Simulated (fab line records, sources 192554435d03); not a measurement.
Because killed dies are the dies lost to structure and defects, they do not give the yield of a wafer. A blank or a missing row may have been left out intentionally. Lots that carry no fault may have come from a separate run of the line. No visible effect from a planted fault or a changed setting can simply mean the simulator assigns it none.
Which tool was responsible? | flow n5Finfet | 28 wafers from 10 lots sampled at 5 of the route's 1938 steps

WHAT THE GAUGES SHOWED, per wafer
N5_BEOL_M0_SAQP_CD_MEAS_29 targets a cd of 14.4 nm.
lot  | measured     | on       | cdNm (nm)
L158 | day 5 17:43  | cdSem-02 | 14.66 14.86 14.89
L160 | day 6 04:19  | cdSem-01 | 15.28 14.66 15.19
L161 | day 6 15:11  | cdSem-02 | 14.98 15.05 14.99
L162 | day 6 15:55  | cdSem-02 | 15.11 15.07 15.01
L170 | day 8 16:20  | cdSem-02 | 14.81 14.91 15.30
L171 | day 8 21:11  | cdSem-03 | 15.01 14.84 15.10
L173 | day 9 15:35  | cdSem-02 | 6.29 15.01
L175 | day 10 04:37 | cdSem-03 | 6.10 14.94
L178 | day 11 00:47 | cdSem-03 | 15.06 6.43 15.12
L181 | day 11 20:01 | cdSem-01 | 14.99 15.03 14.88

WHICH TOOL RAN EACH LOT (tool, then ch and the chambers of the sampled wafers, then the start)
lot  | N5_BEOL_M0_SAQP_RECESS_114        | N5_BEOL_M0_SAQP_MANDREL_ETCH_103 | N5_BEOL_M0_SAQP_RECESS_104        | N5_BEOL_M0_SAQP_SPACER2_ALD_26
L158 | vaporEtch-01 ch 0,1, day 5 14:32  | rieSi-02 ch 2,3, day 5 16:05     | vaporEtch-01 ch 0,1, day 5 16:10  | aldSin-03 ch 0,1,2, day 5 16:58
L160 | vaporEtch-01 ch 0,1, day 6 01:18  | rieSi-03 ch 0,3, day 6 02:36     | vaporEtch-02 ch 0,1, day 6 02:41  | aldSin-04 ch 1,2, day 6 03:34
L161 | vaporEtch-02 ch 0,1, day 6 12:00  | rieSi-04 ch 2,3, day 6 13:19     | vaporEtch-02 ch 0,1, day 6 13:23  | aldSin-02 ch 1,3, day 6 14:26
L162 | vaporEtch-02 ch 0,1, day 6 12:47  | rieSi-03 ch 1,2,3, day 6 14:01   | vaporEtch-02 ch 0,1, day 6 14:25  | aldSin-02 ch 0,1,3, day 6 15:10
L170 | vaporEtch-01 ch 0, day 8 13:27    | rieSi-03 ch 1,2,3, day 8 14:44   | vaporEtch-01 ch 0, day 8 14:50    | aldSin-03 ch 0,1,3, day 8 15:35
L171 | vaporEtch-02 ch 0,1, day 8 16:21  | rieSi-03 ch 1,2, day 8 17:28     | vaporEtch-02 ch 0,1, day 8 17:40  | aldSin-02 ch 0,2,3, day 8 20:26
L173 | vaporEtch-02 ch 0,1, day 9 11:26  | rieSi-04 ch 2,3, day 9 12:38     | vaporEtch-02 ch 0,1, day 9 12:50  | aldSin-03 ch 1,2, day 9 14:50
L175 | vaporEtch-02 ch 0,1, day 10 00:33 | rieSi-02 ch 1,2, day 10 01:52    | vaporEtch-02 ch 0,1, day 10 02:46 | aldSin-03 ch 0,2, day 10 03:43
L178 | vaporEtch-02 ch 0,1, day 10 21:12 | rieSi-02 ch 0,3, day 10 22:49    | vaporEtch-01 ch 0,1, day 10 23:05 | aldSin-03 ch 1,2,3, day 11 00:02
L181 | vaporEtch-01 ch 0,1, day 11 16:10 | rieSi-02 ch 0,1,2, day 11 17:58  | vaporEtch-01 ch 0,1, day 11 18:02 | aldSin-04 ch 0,1, day 11 19:08
- N5_BEOL_M0_SAQP_RECESS_114: chemistry HF/NH3, target SiO2, target depth 14.4 nm, afs cycles 3, sublimation time 60 s.
- N5_BEOL_M0_SAQP_MANDREL_ETCH_103: etches a-Si in HBr/Cl2, stops on SiCN, target depth 45 nm, bt time 10 s, time 27 s.
- N5_BEOL_M0_SAQP_RECESS_104: chemistry HF/NH3, target SiO2, target depth 18 nm, afs cycles 3, sublimation time 60 s.
- N5_BEOL_M0_SAQP_SPACER2_ALD_26: deposits SiO2, target thk 15 nm, pulse time 1 s, purge time 2 s.

THE ANSWER, worked out from the rows above alone
Rule: usual is defined by the lots themselves. Put in order of their means at a reading, lots are off if they are a third of the lots or fewer, leave a main group of 4 or more, and stand apart from it by a gap of 3 or more times the standard deviation of the main group's means; of several such gaps the widest counts. Not used: any main group whose means are identical at the precision the tables above print for the reading. A lot without any number at a reading at which 4 lots or more have one is off too. The other lots that the step has rows for count as sound.
Off: L173, L175, L178 (N5_BEOL_M0_SAQP_CD_MEAS_29, cdNm). The main group: mean 14.98 nm, standard deviation 0.079.
A tool fits if, at a process step before that reading, it ran every lot that is off, and no sound lot after the first of them. Gauges at N5_BEOL_M0_SAQP_CD_MEAS_29: tried the same way as those tools. 2 tools fit, vaporEtch-02 at N5_BEOL_M0_SAQP_RECESS_114 and aldSin-03 at N5_BEOL_M0_SAQP_SPACER2_ALD_26, so this cannot tell which one it is.

WHAT THE SIMULATOR PUT IN
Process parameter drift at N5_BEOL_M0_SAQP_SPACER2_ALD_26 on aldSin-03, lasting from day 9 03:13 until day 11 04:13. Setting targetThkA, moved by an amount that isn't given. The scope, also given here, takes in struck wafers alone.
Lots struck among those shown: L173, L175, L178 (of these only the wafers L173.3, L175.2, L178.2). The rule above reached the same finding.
